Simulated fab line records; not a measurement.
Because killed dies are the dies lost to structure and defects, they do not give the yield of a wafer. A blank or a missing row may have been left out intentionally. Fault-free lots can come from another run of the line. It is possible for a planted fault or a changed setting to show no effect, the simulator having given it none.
Which of the tools did it?	flow n5 finfet	Sampling: 14 lots, 40 wafers, 2 of 1938 route steps

WHAT THE GAUGES SHOWED, per wafer
N5_PASSIVATION_OVL_MEAS_60.
lot	measured	on	TV_OVL (nm)
L478	day 13 23:55	overlay-01	8 8 8
L479	day 14 19:31	overlay-02	-2 0
L480	day 14 18:15	overlay-02	-3 -3 3
L482	day 15 01:18	overlay-02	0 3 -1
L486	day 15 04:40	overlay-01	7 17
L485	day 15 05:35	overlay-02	5 4 8
L483	day 15 18:16	overlay-01	-2 4 2
L484	day 16 10:58	overlay-02	0 1 5
L487	day 16 09:05	overlay-01	-2 5 3
L491	day 17 08:29	overlay-02	-8 0 4
L493	day 20 07:34	overlay-01	5 1 1
L499	day 20 15:59	overlay-01	5 3 2
L500	day 20 15:49	overlay-02	-2 -10 -2
L498	day 21 02:23	overlay-02	6 7 7

WHAT TOOL EACH LOT RAN ON (gives the tool, then ch and the chambers of the sampled wafers, and finally the start)
lot	N5_BEOL_M9_CVD_78
L478	cvd co-02 ch 1,2, day 12 01:56
L479	cvd co-02 ch 0,1, day 12 08:41
L480	cvd co-01 ch 0,1, day 12 12:37
L482	cvd co-01 ch 0,1, day 12 19:44
L486	cvd co-01 ch 0,2, day 13 04:49
L485	cvd co-02 ch 1,2, day 13 08:31
L483	cvd co-02 ch 0,1,2, day 13 15:10
L484	cvd co-01 ch 0,2, day 14 02:04
L487	cvd co-01 ch 0,1, day 14 06:22
L491	cvd co-02 ch 0,1,2, day 14 20:55
L493	cvd co-02 ch 0,1, day 16 12:01
L499	cvd co-01 ch 1,2, day 17 04:29
L500	cvd co-01 ch 0,1, day 17 17:26
L498	cvd co-02 ch 0,1,2, day 17 22:28
- N5_BEOL_M9_CVD_78: deposits Co from CCTBA/H2, target thk 2 nm, time 138.9 s.

WHAT THE TOOLS THEMSELVES READ (means of the sampled wafers that have a number; where no wafer has one, the mark that the record gives instead)
The record holds no such reading with a usual standard deviation.

THE ANSWER, worked out from the rows above alone
Rule: what is usual is taken from the lots themselves. The widest of any qualifying gaps counts: lots, ordered by their means at a reading, are off when they make up no more than a third of the lots, leave a main group of 4 or more, and stand apart from it by 3 or more times the standard deviation of that group's means. A main group is skipped when, at the precision printed for the reading in the tables above, its means are all equal. A lot without any number at a reading at which 4 lots or more have one is off too. All remaining lots with rows at the step are treated as sound. First the gauges in route order, then the tools' own readings, where a lot's mean is used as printed above. The first step at which some lot is off is used, and at that step the reading that is off furthest; a lot without a number counts as furthest.
Across all readings shown, no lot is off: no conclusion can be drawn from this.

WHAT HAD BEEN PUT IN BY THE SIMULATOR
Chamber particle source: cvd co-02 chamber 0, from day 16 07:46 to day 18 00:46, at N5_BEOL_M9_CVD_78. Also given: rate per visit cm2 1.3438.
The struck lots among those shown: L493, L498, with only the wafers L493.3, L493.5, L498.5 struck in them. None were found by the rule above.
